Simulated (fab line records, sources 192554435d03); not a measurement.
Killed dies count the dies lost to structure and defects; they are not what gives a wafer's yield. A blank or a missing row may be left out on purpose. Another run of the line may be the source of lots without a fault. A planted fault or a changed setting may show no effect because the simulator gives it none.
Split-lot study    flow n5Finfet    21 wafers read across 7 lots, on a route 1938 steps long

== THE SPLIT ITSELF ==
At N5_BEOL_M1_EXPOSE_08 (exposes mask M1), the setting doseMj was moved away from the recipe's 33 on 4 of the 21 wafers read, by -7.2% to -4.5%. All remaining wafers had this setting at the recipe value.

== FROM THE SPLIT TO THE READING: what the file shows between them, 2 steps ==
- N5_BEOL_M1_PEB_09: peb time 60 s
- N5_BEOL_M1_DEVELOP_10: develop time 30 s

== THE READING ==
At N5_BEOL_M1_CD_MEAS_11: cdNm in nanometres, against a target cd of 17.05 nm. A value of 17.00 nm with a standard deviation of 0.26 nm is what fault-free wafers of this fab line usually give.

wafer   tool, chamber at the split  doseMj as run  against the recipe  cdNm, nm  against lot-mates on the recipe
L074.1  euvScanner-02, 0            30.62          -7.2%               15.55     -1.46
L074.3  euvScanner-02, 0            33             recipe              17.01     -
L074.6  euvScanner-02, 0            30.62          -7.2%               15.45     -1.56
L078.1  euvScanner-02, 0            33             recipe              16.74     -
L078.2  euvScanner-02, 0            33             recipe              17.00     -
L078.5  euvScanner-02, 0            33             recipe              16.59     -
L081.1  euvScanner-01, 0            33             recipe              17.23     -
L081.2  euvScanner-01, 0            33             recipe              16.87     -
L081.5  euvScanner-01, 0            33             recipe              17.21     -
L088.1  euvScanner-02, 0            33             recipe              17.00     -
L088.3  euvScanner-02, 0            31.52          -4.5%               16.16     -0.77
L088.6  euvScanner-02, 0            33             recipe              16.86     -
L090.1  euvScanner-02, 0            33             recipe              17.20     -
L090.2  euvScanner-02, 0            33             recipe              17.19     -
L090.3  euvScanner-02, 0            33             recipe              16.96     -
L096.1  euvScanner-02, 0            30.92          -6.3%               16.16     -1.01
L096.2  euvScanner-02, 0            33             recipe              17.08     -
L096.4  euvScanner-02, 0            33             recipe              17.27     -
L097.1  euvScanner-01, 0            33             recipe              17.05     -
L097.5  euvScanner-01, 0            33             recipe              16.99     -
L097.6  euvScanner-01, 0            33             recipe              16.96     -

FIT RESULTS
A straight line over all 21 wafers: cdNm changes by +0.19 nm for each +1% of doseMj; r = +0.93; the points scatter about the line by 0.19 nm.
The same after taking each lot's own level away (the mean of its wafers on the recipe; 21 wafers): +0.194 nm for each +1%; r = +0.97; scatter 0.13 nm.
Per that fit: largest doseMj move, reading shift of 1.4 nm.
Measured against the standard deviation above, the lots' own levels, which go from 16.777 to 17.175 nm, span 1.5 times it.
The two slopes are in agreement: the lot-to-lot level therefore moves the slope only a little.
Check: for one of the wafers moved furthest among these (-7.2%), held out of the fit, the line's prediction against its lot-mates is -1.36 nm. It came out at -1.46 nm against them.

== THESE WAFERS: OTHER SPLITS ==
Other splits were also applied to these wafers ahead of the reading. Each is held against what the fit with the lots' levels taken away leaves over:
other split on the same wafers  wafers away from the commonest value  r with cdNm (lot level and that fit taken away)
N5_BEOL_M1_PECVD_72 timeS       6                                     -0.01

== THE WHOLE CHAIN: every reading that the file lists as answering this split, in the file's order ==
step                   what it does                                                           reading                                                              change (the file's fit)                r (the file's)
N5_BEOL_M1_CD_MEAS_11  target cd 17.05 nm                                                     cdNm                                                                 +0.186 nm for each +1% of the setting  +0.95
N5_BEOL_M1_ETCH_74     etches underlayer in N2/H2, target depth 6.5 nm, time 5.2 s            BEOL_M1.cdOffsetNm (the simulator's own value, which no gauge read)  +0.17 nm for each +1% of the setting   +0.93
N5_BEOL_M1_ETCH_64     etches SOC in N2/H2, target depth 75 nm, overetch 15 nm, time 112.5 s  BEOL_M1.cdOffsetNm (the simulator's own value, which no gauge read)  +0.198 nm for each +1% of the setting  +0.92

== FILE'S OWN FIT ==
cdNm changes by +0.186 nm for each +1% of doseMj, r = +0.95.
